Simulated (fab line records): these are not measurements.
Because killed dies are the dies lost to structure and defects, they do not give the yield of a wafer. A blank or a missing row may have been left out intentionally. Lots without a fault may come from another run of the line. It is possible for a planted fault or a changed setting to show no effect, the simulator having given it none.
Split-lot study ; flow n5_finfet ; 21 wafers read from 7 lots, route of 1938 steps

## THE SPLIT
At N5_SD_EPI_P_EPI_21 (deposits SiGe:B, time 355 s), the setting temp_c was moved away from the recipe's 550 C on 4 of the 21 wafers read, by -0.5% to +0.7%. This setting was run at the recipe's value on the other wafers.

## FROM THE SPLIT TO THE READING: what the file shows between them, 2 steps
- N5_SD_EPI_P_HM_STRIP_48: strips SiNx in H3PO4, material SiNx, target depth 3 nm
- N5_SD_EPI_P_SRD_49: time 30 s

## THE READING
SiGe-B_of_SD_EPI_P_EPI_21.thk_nm (the simulator's own value, which no gauge read), in nm, at N5_SD_EPI_P_PRECLEAN_24 (cleans in O3/DIW, time 45 s). The file gives no usual value for it. The 17 wafers here that ran the recipe average 60.4 nm, standard deviation 0.59 nm.

wafer;tool, chamber at the split;temp_c as run, C;against the recipe;SiGe-B_of_SD_EPI_P_EPI_21.thk_nm, nm;against lot-mates on the recipe
L074.1;epi_rpcvd-04, 0;551.9;+0.3%;62.6;+2.7
L074.4;epi_rpcvd-04, 0;550;recipe;60;-
L074.6;epi_rpcvd-04, 0;550;recipe;59.8;-
L075.1;epi_rpcvd-04, 0;550;recipe;60;-
L075.3;epi_rpcvd-04, 0;550;recipe;59.6;-
L075.6;epi_rpcvd-04, 0;550;recipe;60.8;-
L077.4;epi_rpcvd-02, 0;550;recipe;60.8;-
L077.5;epi_rpcvd-02, 0;550;recipe;60.6;-
L077.6;epi_rpcvd-02, 0;550;recipe;60.4;-
L079.3;epi_rpcvd-02, 0;550;recipe;60;-
L079.4;epi_rpcvd-02, 0;550;recipe;59.4;-
L079.5;epi_rpcvd-02, 0;550;recipe;59.6;-
L084.1;epi_rpcvd-02, 0;550;recipe;61;-
L084.4;epi_rpcvd-02, 0;547.3;-0.5%;57.2;-3.7
L084.6;epi_rpcvd-02, 0;550;recipe;60.8;-
L089.3;epi_rpcvd-01, 0;550;recipe;61.6;-
L089.4;epi_rpcvd-01, 0;553.8;+0.7%;66.6;+5.0
L089.5;epi_rpcvd-01, 0;553.8;+0.7%;66.6;+5.0
L091.1;epi_rpcvd-01, 0;550;recipe;61;-
L091.2;epi_rpcvd-01, 0;550;recipe;60.8;-
L091.6;epi_rpcvd-01, 0;550;recipe;60.2;-

THE FIT
A straight line over all 21 wafers: SiGe-B_of_SD_EPI_P_EPI_21.thk_nm changes by +8.25 nm for each +1% of temp_c; r = +0.96; the points scatter about the line by 0.63 nm.
The same after taking each lot's own level away (the mean of its wafers on the recipe; 21 wafers): +7.35 nm for each +1%; r = +0.99; scatter 0.28 nm.
That fit puts the effect of the largest move of temp_c on the reading at 5.1 nm.
Across the lots, their own levels run from 59.67 to 61.60 nm, a range of 3.3 times the standard deviation given above.
In other words, the slope is changed by the lot-to-lot level; the two fits disagree.
Check: for one of the wafers moved furthest among these (+0.7%), held out of the fit, the line's prediction against its lot-mates is +5.12 nm. It came out at +5 nm against them.

## OTHER SPLITS ON THESE WAFERS
Other splits were also applied to these wafers ahead of the reading. Each is held against what the fit with the lots' levels taken away leaves over:
other split on the same wafers;wafers away from the commonest value;r with SiGe-B_of_SD_EPI_P_EPI_21.thk_nm (lot level and that fit taken away)
N5_FIN_SAQP_ALD_61 ald_cycles;9;-0.02
N5_FIN_SAQP_HM_DEP_03 time_s;7;-0.01
N5_FIN_SAQP_PEB_14 peb_time_s;7;-0.28
N5_FIN_SAQP_DEVELOP_15 develop_time_s;6;-0.08
N5_SD_EPI_N_EXPOSE_06 dose_mj;4;-0.39
N5_SD_EPI_N_ETCH_45 target_depth_a;5;+0.03

## THE WHOLE CHAIN: every reading that the file lists as answering this split, in the file's order
step;what it does;reading;change (the file's fit);r (the file's)
N5_SD_EPI_P_EPI_21;deposits SiGe:B, time 355 s;SiGe-B_of_SD_EPI_P_EPI_21.thk_nm (the simulator's own value, which no gauge read);+7.48 nm for each +1% of the setting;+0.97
N5_SD_EPI_P_HM_STRIP_48;strips SiNx in H3PO4, material SiNx, target depth 3 nm;SiGe-B_of_SD_EPI_P_EPI_21.thk_nm (the simulator's own value, which no gauge read);+7.32 nm for each +1% of the setting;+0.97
N5_SD_EPI_P_PRECLEAN_24;cleans in O3/DIW, time 45 s;SiGe-B_of_SD_EPI_P_EPI_21.thk_nm (the simulator's own value, which no gauge read);+7.41 nm for each +1% of the setting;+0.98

## THE FILE'S OWN FIT
SiGe-B_of_SD_EPI_P_EPI_21.thk_nm changes by +7.41 nm for each +1% of temp_c, r = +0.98.
